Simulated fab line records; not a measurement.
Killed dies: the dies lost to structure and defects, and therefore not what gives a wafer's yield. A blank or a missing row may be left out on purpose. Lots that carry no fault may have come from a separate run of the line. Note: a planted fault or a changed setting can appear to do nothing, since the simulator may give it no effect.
Split-lot trial    flow n5-finfet    39 wafers read from 7 lots, route of 1938 steps

THE SPLIT
At N5_DUMMY_GATE_EXPOSE_12 (exposes mask GATE, target cd 25 nm), the setting dose-mj was moved away from the recipe's 34 on 15 of the 39 wafers read, by -7.0% to +6.6%. This setting was run at the recipe's value on the other wafers.

FROM THE SPLIT TO THE READING: what the file shows between them, 2 steps
- N5_DUMMY_GATE_PEB_13: peb time 60 s
- N5_DUMMY_GATE_DEVELOP_14: develop time 30 s

THE READING
cd-nm, in nm, at N5_DUMMY_GATE_CD_MEAS_15 (target cd 25.8 nm). A value of 24.97 nm with a standard deviation of 0.26 nm is what fault-free wafers of this fab line usually give.

wafer   tool, chamber at the split  dose-mj as run  against the recipe  cd-nm, nm  against lot-mates on the recipe
L075.1  euv-scanner-02, 0           34              recipe              24.99      -
L075.2  euv-scanner-02, 0           32.4            -4.7%               25.26      +0.41
L075.3  euv-scanner-02, 0           34              recipe              24.73      -
L075.4  euv-scanner-02, 0           34              recipe              24.84      -
L075.5  euv-scanner-02, 0           32.4            -4.7%               25.92      +1.07
L075.6  euv-scanner-02, 0           32.4            -4.7%               25.73      +0.88
L077.1  euv-scanner-02, 0           34              recipe              25.09      -
L077.2  euv-scanner-02, 0           34              recipe              25.26      -
L077.3  euv-scanner-02, 0           34              recipe              25.16      -
L077.4  euv-scanner-02, 0           34              recipe              25.16      -
L077.5  euv-scanner-02, 0           34              recipe              25.53      -
L077.6  euv-scanner-02, 0           34              recipe              24.48      -
L078.1  euv-scanner-01, 0           34              recipe              25.16      -
L078.2  euv-scanner-01, 0           34              recipe              24.73      -
L078.6  euv-scanner-01, 0           34              recipe              24.81      -
L086.1  euv-scanner-02, 0           34              recipe              24.98      -
L086.2  euv-scanner-02, 0           36.25           +6.6%               23.22      -1.71
L086.3  euv-scanner-02, 0           36.25           +6.6%               24.24      -0.69
L086.4  euv-scanner-02, 0           34              recipe              24.85      -
L086.5  euv-scanner-02, 0           36.25           +6.6%               23.96      -0.97
L086.6  euv-scanner-02, 0           34              recipe              24.95      -
L088.1  euv-scanner-02, 0           34              recipe              24.91      -
L088.2  euv-scanner-02, 0           34              recipe              24.85      -
L088.3  euv-scanner-02, 0           34              recipe              24.93      -
L088.4  euv-scanner-02, 0           31.62           -7.0%               26.23      +1.33
L088.5  euv-scanner-02, 0           31.62           -7.0%               26.80      +1.90
L088.6  euv-scanner-02, 0           31.62           -7.0%               26.24      +1.34
L091.1  euv-scanner-01, 0           34              recipe              24.24      -
L091.2  euv-scanner-01, 0           32.2            -5.3%               26.10      +1.36
L091.3  euv-scanner-01, 0           34              recipe              24.81      -
L091.4  euv-scanner-01, 0           32.2            -5.3%               26.04      +1.30
L091.5  euv-scanner-01, 0           32.2            -5.3%               26.06      +1.32
L091.6  euv-scanner-01, 0           34              recipe              25.16      -
L095.1  euv-scanner-01, 0           34              recipe              24.77      -
L095.2  euv-scanner-01, 0           33.23           -2.3%               25.32      +0.50
L095.3  euv-scanner-01, 0           34              recipe              25.03      -
L095.4  euv-scanner-01, 0           33.23           -2.3%               25.01      +0.19
L095.5  euv-scanner-01, 0           34              recipe              24.66      -
L095.6  euv-scanner-01, 0           33.23           -2.3%               25.48      +0.66

THE FIT
A straight line over all 39 wafers: cd-nm changes by -0.188 nm for each +1% of dose-mj; r = -0.91; the points scatter about the line by 0.29 nm.
The same after taking each lot's own level away (the mean of its wafers on the recipe; 39 wafers): -0.199 nm for each +1%; r = -0.92; scatter 0.27 nm.
According to that fit, moving dose-mj by its largest amount changes the reading by 1.4 nm.
The lots' own levels span 24.737 to 25.113 nm, that is 1.4 times the standard deviation above.
Hence the lot-to-lot level has little effect on the slope; both slopes agree.
Check: +1.44 nm against its lot-mates is what the line predicts for one of the wafers moved furthest among these (-7.0%) when that wafer is left out of the fit. It came out at +1.33 nm against them.

THE OTHER SPLITS THESE WAFERS WENT THROUGH
Other splits were also applied to these wafers ahead of the reading. Each is held against what the fit with the lots' levels taken away leaves over:
other split on the same wafers         wafers away from the commonest value  r with cd-nm (lot level and that fit taken away)
N5_PMOS_HMC_CHANNEL_EPI_EPI_20 temp-c  18                                    -0.02

THE WHOLE CHAIN: every reading that the file lists as answering this split, in the file's order
step                      what it does                                                    reading                                                            change (the file's fit)                r (the file's)
N5_DUMMY_GATE_CD_MEAS_15  target cd 25.8 nm                                               cd-nm                                                              -0.201 nm for each +1% of the setting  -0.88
N5_DUMMY_GATE_ETCH_44     etches poly-Si in HBr/O2, stops on SiO2, target depth 127.5 nm  DUMMY_GATE.cd-nm (the simulator's own value, which no gauge read)  -0.192 nm for each +1% of the setting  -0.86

THE FILE'S OWN FIT
cd-nm changes by -0.201 nm for each +1% of dose-mj, r = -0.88.
